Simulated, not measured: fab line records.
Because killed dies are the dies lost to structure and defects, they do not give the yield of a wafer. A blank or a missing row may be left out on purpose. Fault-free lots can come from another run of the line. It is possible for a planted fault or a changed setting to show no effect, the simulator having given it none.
Which tool did it? :: flow nand harc :: Sampling: 6 lots, 18 wafers, 2 of 1302 route steps

== WHAT THE GAUGES SHOWED, per wafer ==
NHARC_A_BONDPAD_THK_MEAS_30: measures by ellipsometry.
lot: L616
measured: day 23 23:27
on: film metro-02
thk nm (nm): 199.3 199.6 200.3

lot: L619
measured: day 24 09:29
on: film metro-01
thk nm (nm): 198.5 200.4 202.0

lot: L620
measured: day 25 09:39
on: film metro-02
thk nm (nm): 201.0 201.1 200.1

lot: L624
measured: day 27 03:25
on: film metro-02
thk nm (nm): 202.1 196.6 200.8

lot: L628
measured: day 28 00:07
on: film metro-01
thk nm (nm): 202.4 204.0 200.0

lot: L637
measured: day 31 17:46
on: film metro-02
thk nm (nm): 199.9 201.0 200.9

== TOOL THAT RAN EACH LOT (tool first, then ch and the chambers of the sampled wafers, then the start) ==
lot: L616
NHARC_A_STAIRCASE_ETCH_271: rie diel-13 ch 2,3, day 16 20:49

lot: L619
NHARC_A_STAIRCASE_ETCH_271: rie diel-13 ch 0,1,2, day 17 23:47

lot: L620
NHARC_A_STAIRCASE_ETCH_271: rie diel-06 ch 0,1,2, day 18 16:40

lot: L624
NHARC_A_STAIRCASE_ETCH_271: rie diel-06 ch 0,1,2, day 20 08:07

lot: L628
NHARC_A_STAIRCASE_ETCH_271: rie diel-13 ch 1,2,3, day 21 12:20

lot: L637
NHARC_A_STAIRCASE_ETCH_271: rie diel-06 ch 0,1,3, day 25 08:35
- NHARC_A_STAIRCASE_ETCH_271: etches the open film in CF4/CHF3.

== THE ANSWER, worked out from the rows above alone ==
Rule: the usual values come from the lots themselves. Put in order of their means at a reading, lots are off if they are a third of the lots or fewer, leave a main group of 4 or more, and stand apart from it by a gap of 3 or more times the standard deviation of the main group's means; of several such gaps the widest counts. A main group whose means are all the same, to the digits that the tables above print for the reading, isn't used. Also off: a lot with no number at a reading for which 4 or more lots have one. All remaining lots with rows at the step are treated as sound.
Off: L628 (NHARC_A_BONDPAD_THK_MEAS_30, thk nm). The main group: mean 200.2 nm, standard deviation 0.4.
If a tool, at a process step before that reading, ran all the lots that are off and no sound lot after the first of them, it fits. Those tools and the gauges at NHARC_A_BONDPAD_THK_MEAS_30 are tried in the same way. This does not decide it: 2 tools fit, namely rie diel-13 at NHARC_A_STAIRCASE_ETCH_271 and film metro-01 at NHARC_A_BONDPAD_THK_MEAS_30.

== WHAT THE SIMULATOR HAD INSERTED ==
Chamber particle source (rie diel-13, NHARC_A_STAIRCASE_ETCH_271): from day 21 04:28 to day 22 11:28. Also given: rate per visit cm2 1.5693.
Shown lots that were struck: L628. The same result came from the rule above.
